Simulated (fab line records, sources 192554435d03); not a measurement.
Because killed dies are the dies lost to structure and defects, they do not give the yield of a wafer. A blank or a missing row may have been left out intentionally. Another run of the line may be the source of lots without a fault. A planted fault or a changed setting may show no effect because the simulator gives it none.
Split-lot study	flow n5 finfet	route with 1938 steps; 7 lots, 21 wafers read

THE SPLIT ITSELF
At N5_WELL_APT_COAT_02 (resist thk 950 nm), the setting spin rpm was moved away from the recipe's 1357 rpm on 3 of the 21 wafers read, by -3.4% to +10.4%. For the rest of the wafers, this setting stayed at what the recipe calls for.

The reading comes from the split's own step.

THE READING
coat_of_WELL_APT_COAT_02.thk nm (the simulator's own value, which no gauge read), in nm, at N5_WELL_APT_COAT_02 (resist thk 950 nm). The file does not state a usual value for it. Across the 18 wafers here that went through the recipe, the average is 949.4 nm and the standard deviation 2.4 nm.

wafer	tool, chamber at the split	spin rpm as run, rpm	against the recipe	coat_of_WELL_APT_COAT_02.thk nm, nm	against lot-mates on the recipe
L074.2	litho track-04, 0	1357	recipe	952	-
L074.4	litho track-04, 0	1357	recipe	951.2	-
L074.6	litho track-04, 0	1357	recipe	954.2	-
L075.3	litho track-01, 0	1357	recipe	944.4	-
L075.5	litho track-01, 0	1311	-3.4%	960.1	+15.1
L075.6	litho track-01, 0	1357	recipe	945.5	-
L080.1	litho track-03, 0	1357	recipe	951.7	-
L080.2	litho track-03, 0	1357	recipe	948.1	-
L080.4	litho track-03, 0	1357	recipe	947.5	-
L082.1	litho track-04, 0	1357	recipe	948.9	-
L082.3	litho track-04, 0	1357	recipe	950.1	-
L082.6	litho track-04, 0	1479	+9.0%	910.2	-39.3
L084.3	litho track-01, 0	1357	recipe	949.7	-
L084.4	litho track-01, 0	1357	recipe	948.7	-
L084.5	litho track-01, 0	1357	recipe	949.4	-
L088.2	litho track-04, 0	1357	recipe	949.5	-
L088.4	litho track-04, 0	1357	recipe	952.5	-
L088.6	litho track-04, 0	1357	recipe	950.5	-
L091.3	litho track-04, 0	1357	recipe	947.5	-
L091.5	litho track-04, 0	1498	+10.4%	901.6	-45.9
L091.6	litho track-04, 0	1357	recipe	947.6	-

THE FIT
A straight line over all 21 wafers: coat_of_WELL_APT_COAT_02.thk nm changes by -4.4 nm for each +1% of spin rpm; r = -0.98; the points scatter about the line by 2.5 nm.
The same after taking each lot's own level away (the mean of its wafers on the recipe; 21 wafers): -4.41 nm for each +1%; r = -1.00; scatter 1.1 nm.
According to that fit, moving spin rpm by its largest amount changes the reading by 46 nm.
Measured against the standard deviation above, the lots' own levels, which go from 944.95 to 952.47 nm, span 3.1 times it.
The two slopes agree, so the slope changes little with the lot-to-lot level.
Check: for one of the wafers moved furthest among these (+10.4%), held out of the fit, the line's prediction against its lot-mates is -45.5 nm. Against them it came out at -45.9 nm.

THE FILE'S OWN FIT
coat_of_WELL_APT_COAT_02.thk nm changes by -4.41 nm for each +1% of spin rpm, r = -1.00.
